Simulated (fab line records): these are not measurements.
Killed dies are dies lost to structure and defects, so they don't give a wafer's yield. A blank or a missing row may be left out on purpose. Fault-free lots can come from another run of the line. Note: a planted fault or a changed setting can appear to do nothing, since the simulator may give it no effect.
Matching of chambers    flow n5 finfet    N5_FIN_CUT_CUT_ETCH_28 on rie si-03 has 4 sister chambers
The step etches Si in HBr/Cl2/O2, target depth 6 nm, time 2.4 s. 4 wafers are shown with their chamber, then 10 later ones without.

== WAFERS, EACH WITH ITS CHAMBER ==
wafer   chamber  oes product au (a.u.)
L077.1  3        0.981
L083.3  1        1.007
L084.1  0        0.988
L084.2  2        0.993

== WAFERS WITH NO CHAMBER GIVEN ==
wafer   oes product au (a.u.)
L084.3  0.978
L089.1  0.994
L089.4  1.015
L089.6  0.994
L091.1  0.992
L091.3  0.981
L091.6  0.977
L095.1  1.007
L095.2  0.977
L095.5  0.977

== WHICH CHAMBER EACH ONE RAN IN ==
wafer   from the rows above      in truth
L084.3  can't be placed: 3 or 0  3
L089.1  can't be placed: 2 or 0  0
L089.4  1                        1
L089.6  can't be placed: 2 or 0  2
L091.1  can't be placed: 2 or 0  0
L091.3  can't be placed: 3 or 0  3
L091.6  can't be placed: 3 or 0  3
L095.1  1                        1
L095.2  can't be placed: 3 or 0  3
L095.5  can't be placed: 3 or 0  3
Correctly placed: 2 of 10. Cannot be placed on the basis of these rows: 8; the candidates contain the true chamber in 8. Number placed wrongly: 0.
How it was worked out, from the rows above alone: a wafer's distance from a chamber is the root of the sum, over the readings, of the square of ((its reading less the chamber's mean) divided by the reading's scatter). If the next closest chamber is less than 2 further off than the closest, the wafer can't be placed; otherwise it belongs to the closest. For every chamber, the mean is computed from those of its wafers that are shown. The scatter: with one shown wafer a chamber, the root of the mean of the squares of how far each hidden wafer lies from its nearest shown one.
